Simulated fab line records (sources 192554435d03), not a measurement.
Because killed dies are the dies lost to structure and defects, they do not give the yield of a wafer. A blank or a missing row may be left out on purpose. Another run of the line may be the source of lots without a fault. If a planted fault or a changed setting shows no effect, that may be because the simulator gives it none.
Problem report, 8D (eight disciplines) form, completed by code ; flow n5_finfet ; the parts of the form that need people (team, actions taken, sign-off) are left out

== 1. WHAT IS WRONG ==
oes_product_au at N5_BEOL_M0_SAQP_ETCH_73 reads a mean of 0.29 a.u. on 6 wafers of 2 lots; wafers without a fault read 0.65 a.u. with a standard deviation of 0.063. Relative to the usual mean, that is a shift of -5.7 standard deviations.
The step: etches SiARC in CF4, target depth 19.5 nm, time 32.5 s.
The first sign was on wafer L233.1 at day 9 21:58, on rie_diel-01. The record has a number at this step for 42 wafers belonging to 14 lots. The rule behind "out" and "out of limits": a value lying over 4 standard deviations away from the usual mean. Any other wafer with a number is counted as sound.

== 2. WHAT IT IS AND WHAT IT IS NOT ==
question;is;is not
which readings at this step;oes_product_au;drypump_motor_current_A, etch_rf_on_time_s, rf_fwd_power_W, showerhead_plenum_p_Torr, throttle_valve_pct
which lots;L233, L234;L217, L218, L221, L222, L225, L226, L228, L232, L237, L238, L239, L240
which wafers of those lots;all that have a number;-
read on which tools;rie_diel-01, rie_diel-06;rie_diel-04
when;from day 9 21:58;"up to then (24 sound wafers); but 12 sound wafers of L237, L238, L239, L240 came after"

== 3. WHAT RULES OUT EACH SUSPECT ==
Counting: a tool at any process step up to the reading remains a suspect when it ran all the lots that are out and ran no sound lot after the first of those.
- rie_diel-01 at N5_BEOL_M0_SAQP_SPACER1_ETCHBACK_99 (etches SiO2 in CHF3/O2, target depth 15.4 nm, time 7.7 s): ruled out as a lasting fault. Following L233 (day 9 18:52), the first lot on it that is out, the sound lots L240 were run on it.
- euv_scanner-02 at N5_BEOL_M0_SAQP_EXPOSE_37 (exposes mask M0 CUT1, target cd 30 nm): ruled out as a lasting fault. Following L233 (day 9 21:40), the first lot on it that is out, the sound lots L237, L238, L239, L240 were run on it.
Left after counting: nothing in the record.

== 4. THE CAUSE (what the simulator had put in) ==
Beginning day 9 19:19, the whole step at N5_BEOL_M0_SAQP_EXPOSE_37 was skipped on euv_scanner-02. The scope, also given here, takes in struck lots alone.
The count ruled it out by mistake, since the rule takes a fault to strike every lot its tool runs from the start of the fault on, and this one did not do so.

== 5. SEQUENCE OF EFFECTS, ordered by route ==
Each row: a reading whose mean over the struck wafers that have a number lies more than 3 standard deviations from the usual. Scope: only readings with a usual standard deviation given in the record; hours: median across lots of the time from each lot's start at the first step in this table that gives one to its start at this step; sigmas: change in usual standard deviations.
hours;step;reading;usual;on struck wafers;change;sigmas
0;N5_BEOL_M0_SAQP_ETCH_73;oes_product_au;0.65 a.u.;0.29;-0.36;-5.7
It contains these process steps:
- N5_BEOL_M0_SAQP_ETCH_73: etches SiARC in CF4, target depth 19.5 nm, time 32.5 s.
Readings that are blank on the struck wafers while sound wafers have them: exposure_dose_mJ_cm2 at N5_BEOL_M0_SAQP_EXPOSE_37; focus_offset_nm at N5_BEOL_M0_SAQP_EXPOSE_37.

== 6. HOW IT WOULD HAVE BEEN CAUGHT EARLIER ==
3 hours passed between the start of the fault at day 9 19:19 and the first reading out of limits in this record, taken at day 9 21:58.
At N5_BEOL_M0_SAQP_EXPOSE_37 the tool's readings are blank on the struck wafers, where sound wafers have them: an empty tool record is the first sign, and it was there at once.
